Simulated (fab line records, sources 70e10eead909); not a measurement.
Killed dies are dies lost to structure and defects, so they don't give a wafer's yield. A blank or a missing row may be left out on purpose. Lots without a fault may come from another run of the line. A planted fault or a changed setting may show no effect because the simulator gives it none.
Problem report in the 8D (eight disciplines) form, filled by code | flow nand_harc | the parts of the form that need people (team, actions taken, sign-off) are left out

1. THE PROBLEM
time_to_endpoint_s at NHARC_P_M2_CMP_23 reads a mean of 16 s on 2 wafers of 1 lot; wafers without a fault read 30 s with a standard deviation of 3.4. That is -4.3 standard deviations from the usual mean.
The step: polishes, t overpolish 20 s, target thk 144.3 nm.
First seen on wafer L857.4, day 9 18:36, on cmp-01. The record holds 36 wafers of 12 lots with a number at this step. Rule for "out", or "out of limits": more than 4 standard deviations from the usual mean. The other wafers with a number count as sound.

2. WHAT IT IS AND WHAT IT IS NOT
question                    | is                 | is not
which readings at this step | time_to_endpoint_s | motor_current_A, retaining_ring_pressure_frac
which lots                  | L857               | L850, L851, L862, L863, L864, L865, L866, L868, L869, L871, L872
which wafers of those lots  | L857.2, L857.4     | L857.1
read on which tools         | cmp-01             | cmp-02, cmp-04
when                        | from day 9 18:36   | up to then (7 sound wafers); but 27 sound wafers of L862, L863, L864, L865, L866, L868, L869, L871, L872 came after

3. SUSPECTS, AND WHAT RULES EACH OUT
Counting: a tool at a process step up to the reading stays a suspect if it ran every lot that is out. Sound lots after the first of them don't rule it out here, since some wafers of a struck lot are sound.
- pecvd-03 at NHARC_P_M1_PRE_CLEAN_32 (time 12 s): kept. It ran the lot that is out, L857 (day 9 14:55); its last sound lot up to then is L851 (day 7 03:57).
- rie_diel-05 at NHARC_P_M2_STRIP_18 (strips in N2/H2): kept. It ran the lot that is out, L857 (day 9 16:52); its last sound lot up to then is L850 (day 6 17:05).
- ecd_cu-01 at NHARC_P_M2_ECD_22 (material Cu, target thk 400 nm): kept. It ran the lot that is out, L857 (day 9 17:51); its last sound lot up to then is L851 (day 7 06:52).
- cmp-01 at NHARC_P_M2_CMP_23 (polishes, t overpolish 20 s, target thk 144.3 nm): kept. It ran the lot that is out, L857 (day 9 18:36); its last sound lot up to then is L851 (day 7 07:37). Its own readings are out on those wafers: time_to_endpoint_s.
- Within pecvd-03 at NHARC_P_M1_PRE_CLEAN_32: the wafers that are out ran in chamber 2; their sound lot-mates ran in chamber 1.
- Within rie_diel-05 at NHARC_P_M2_STRIP_18: the wafers that are out ran in chambers 2, 3; their sound lot-mates ran in chamber 0.
- Within cmp-01 at NHARC_P_M2_CMP_23: the wafers that are out ran in chambers 2, 3; their sound lot-mates ran in chamber 0.
Left after counting: pecvd-03 at NHARC_P_M1_PRE_CLEAN_32, rie_diel-05 at NHARC_P_M2_STRIP_18, ecd_cu-01 at NHARC_P_M2_ECD_22, cmp-01 at NHARC_P_M2_CMP_23.

4. THE CAUSE (what the simulator had put in)
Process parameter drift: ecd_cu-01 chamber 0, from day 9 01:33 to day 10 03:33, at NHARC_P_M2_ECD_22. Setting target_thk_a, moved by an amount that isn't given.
Counting left 4 suspects, and this tool is among them.

5. THE CHAIN OF EFFECTS, in route order
Each row: a reading whose mean over the struck wafers that have a number lies more than 3 standard deviations from the usual. Only readings for which the record gives a usual standard deviation are gone through. hours: the time from each lot's start at the first step in this table that gives one to its start at this step, as a median over the lots. sigmas: the change in usual standard deviations.
hours | step              | reading            | usual | on struck wafers | change | sigmas
0     | NHARC_P_M2_CMP_23 | time_to_endpoint_s | 30 s  | 16               | -14    | -4.3
The process steps in it:
- NHARC_P_M2_CMP_23: polishes, t overpolish 20 s, target thk 144.3 nm.

6. WHAT WOULD HAVE CAUGHT IT SOONER
In this record the first reading out of limits was taken at day 9 18:36, 17 hours after the fault began at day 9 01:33.
All the lots that are out (1) had begun NHARC_P_M2_ECD_22 on ecd_cu-01 by day 9 18:36. A hold on the tool at that time would have spared none of them.
